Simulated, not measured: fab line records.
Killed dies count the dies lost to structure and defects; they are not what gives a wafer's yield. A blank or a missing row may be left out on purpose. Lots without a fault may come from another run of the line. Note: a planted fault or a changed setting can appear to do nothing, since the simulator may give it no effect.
Matching of chambers :: flow n5 finfet :: N5_BEOL_M2_PECVD_72 on pecvd-03: 3 sister chambers
The step deposits SiO2 from TEOS/O2, target thk 16 nm, time 18 s. 27 wafers are shown with their chamber, then 12 later ones without.

WAFERS WITH THEIR CHAMBER
wafer: L074.1
chamber: 1
throttle valve pct (%): 21.5
showerhead plenum p Torr (Torr): 8.89
heater power w (W): 613

wafer: L074.3
chamber: 2
throttle valve pct (%): 20.9
showerhead plenum p Torr (Torr): 8.82
heater power w (W): 718

wafer: L074.5
chamber: 1
throttle valve pct (%): 21.5
showerhead plenum p Torr (Torr): 8.89
heater power w (W): 622

wafer: L075.2
chamber: 0
throttle valve pct (%): 22.6
showerhead plenum p Torr (Torr): 8.72
heater power w (W): 632

wafer: L075.4
chamber: 2
throttle valve pct (%): 20.8
showerhead plenum p Torr (Torr): 8.81
heater power w (W): 744

wafer: L075.6
chamber: 0
throttle valve pct (%): 22.8
showerhead plenum p Torr (Torr): 8.73
heater power w (W): 637

wafer: L076.1
chamber: 1
throttle valve pct (%): 21.6
showerhead plenum p Torr (Torr): 8.88
heater power w (W): 670

wafer: L076.4
chamber: 1
throttle valve pct (%): 21.5
showerhead plenum p Torr (Torr): 8.87
heater power w (W): 652

wafer: L076.6
chamber: 2
throttle valve pct (%): 20.7
showerhead plenum p Torr (Torr): 8.80
heater power w (W): 663

wafer: L077.1
chamber: 0
throttle valve pct (%): 22.7
showerhead plenum p Torr (Torr): 8.72
heater power w (W): 661

wafer: L077.4
chamber: 0
throttle valve pct (%): 22.8
showerhead plenum p Torr (Torr): 8.74
heater power w (W): 661

wafer: L077.6
chamber: 2
throttle valve pct (%): 20.7
showerhead plenum p Torr (Torr): 8.82
heater power w (W): 699

wafer: L078.2
chamber: 0
throttle valve pct (%): 22.8
showerhead plenum p Torr (Torr): 8.76
heater power w (W): 738

wafer: L078.4
chamber: 1
throttle valve pct (%): 21.3
showerhead plenum p Torr (Torr): 8.88
heater power w (W): 647

wafer: L078.6
chamber: 2
throttle valve pct (%): 20.9
showerhead plenum p Torr (Torr): 8.80
heater power w (W): 682

wafer: L079.2
chamber: 2
throttle valve pct (%): 21.0
showerhead plenum p Torr (Torr): 8.81
heater power w (W): 675

wafer: L079.3
chamber: 0
throttle valve pct (%): 23.1
showerhead plenum p Torr (Torr): 8.77
heater power w (W): 675

wafer: L079.5
chamber: 0
throttle valve pct (%): 22.9
showerhead plenum p Torr (Torr): 8.73
heater power w (W): 663

wafer: L081.1
chamber: 0
throttle valve pct (%): 22.8
showerhead plenum p Torr (Torr): 8.76
heater power w (W): 667

wafer: L081.2
chamber: 2
throttle valve pct (%): 21.1
showerhead plenum p Torr (Torr): 8.84
heater power w (W): 726

wafer: L081.6
chamber: 2
throttle valve pct (%): 21.0
showerhead plenum p Torr (Torr): 8.82
heater power w (W): 718

wafer: L082.1
chamber: 2
throttle valve pct (%): 20.9
showerhead plenum p Torr (Torr): 8.83
heater power w (W): 715

wafer: L082.4
chamber: 2
throttle valve pct (%): 21.1
showerhead plenum p Torr (Torr): 8.81
heater power w (W): 744

wafer: L082.5
chamber: 1
throttle valve pct (%): 21.4
showerhead plenum p Torr (Torr): 8.86
heater power w (W): 623

wafer: L083.2
chamber: 0
throttle valve pct (%): 22.8
showerhead plenum p Torr (Torr): 8.72
heater power w (W): 735

wafer: L083.4
chamber: 1
throttle valve pct (%): 21.3
showerhead plenum p Torr (Torr): 8.85
heater power w (W): 563

wafer: L083.6
chamber: 0
throttle valve pct (%): 23.1
showerhead plenum p Torr (Torr): 8.75
heater power w (W): 733

SIGNATURES (averages over the wafers above)
reading: throttle valve pct
chamber 0: 22.840
chamber 1: 21.443
chamber 2: 20.910
scatter within a chamber: 0.143

reading: showerhead plenum p Torr
chamber 0: 8.7400
chamber 1: 8.8743
chamber 2: 8.8160
scatter within a chamber: 0.0158

reading: heater power w
chamber 0: 680.20
chamber 1: 627.14
chamber 2: 708.40
scatter within a chamber: 34.6
Rule: a wafer's distance from a chamber is the root of the sum, over the readings, of the square of ((its reading less the chamber's mean) divided by the reading's scatter). The wafer belongs to the nearest chamber; if the next one is less than 2 further off, it can't be placed. The scatter is the square root of a quotient: the sum, over the shown wafers, of each reading's squared deviation from its chamber's mean, divided by wafers minus chambers.

WAFERS MISSING THEIR CHAMBER
wafer: L084.2
throttle valve pct (%): 20.8
showerhead plenum p Torr (Torr): 8.82
heater power w (W): 740

wafer: L084.5
throttle valve pct (%): 21.3
showerhead plenum p Torr (Torr): 8.86
heater power w (W): 606

wafer: L084.6
throttle valve pct (%): 21.0
showerhead plenum p Torr (Torr): 8.84
heater power w (W): 737

wafer: L088.2
throttle valve pct (%): 22.9
showerhead plenum p Torr (Torr): 8.73
heater power w (W): 730

wafer: L088.3
throttle valve pct (%): 21.4
showerhead plenum p Torr (Torr): 8.87
heater power w (W): 630

wafer: L088.4
throttle valve pct (%): 21.2
showerhead plenum p Torr (Torr): 8.85
heater power w (W): 732

wafer: L089.1
throttle valve pct (%): 23.1
showerhead plenum p Torr (Torr): 8.74
heater power w (W): 609

wafer: L089.4
throttle valve pct (%): 21.5
showerhead plenum p Torr (Torr): 8.88
heater power w (W): 652

wafer: L089.6
throttle valve pct (%): 23.2
showerhead plenum p Torr (Torr): 8.74
heater power w (W): 622

wafer: L095.2
throttle valve pct (%): 23.4
showerhead plenum p Torr (Torr): 8.73
heater power w (W): 728

wafer: L095.5
throttle valve pct (%): 21.5
showerhead plenum p Torr (Torr): 8.88
heater power w (W): 671

wafer: L095.6
throttle valve pct (%): 21.0
showerhead plenum p Torr (Torr): 8.83
heater power w (W): 630

THE CHAMBER EACH PASSED THROUGH
wafer: L084.2
from the rows above: 2
in truth: 2

wafer: L084.5
from the rows above: 1
in truth: 1

wafer: L084.6
from the rows above: 2
in truth: 2

wafer: L088.2
from the rows above: 0
in truth: 0

wafer: L088.3
from the rows above: 1
in truth: 1

wafer: L088.4
from the rows above: can't be placed: 2 or 1
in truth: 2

wafer: L089.1
from the rows above: 0
in truth: 0

wafer: L089.4
from the rows above: 1
in truth: 1

wafer: L089.6
from the rows above: 0
in truth: 0

wafer: L095.2
from the rows above: 0
in truth: 0

wafer: L095.5
from the rows above: 1
in truth: 1

wafer: L095.6
from the rows above: can't be placed: 2 or 1
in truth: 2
Correctly placed: 10 of 12. Not placeable from these rows: 2 (in 2, the candidates include the true chamber). Placed wrongly: 0.
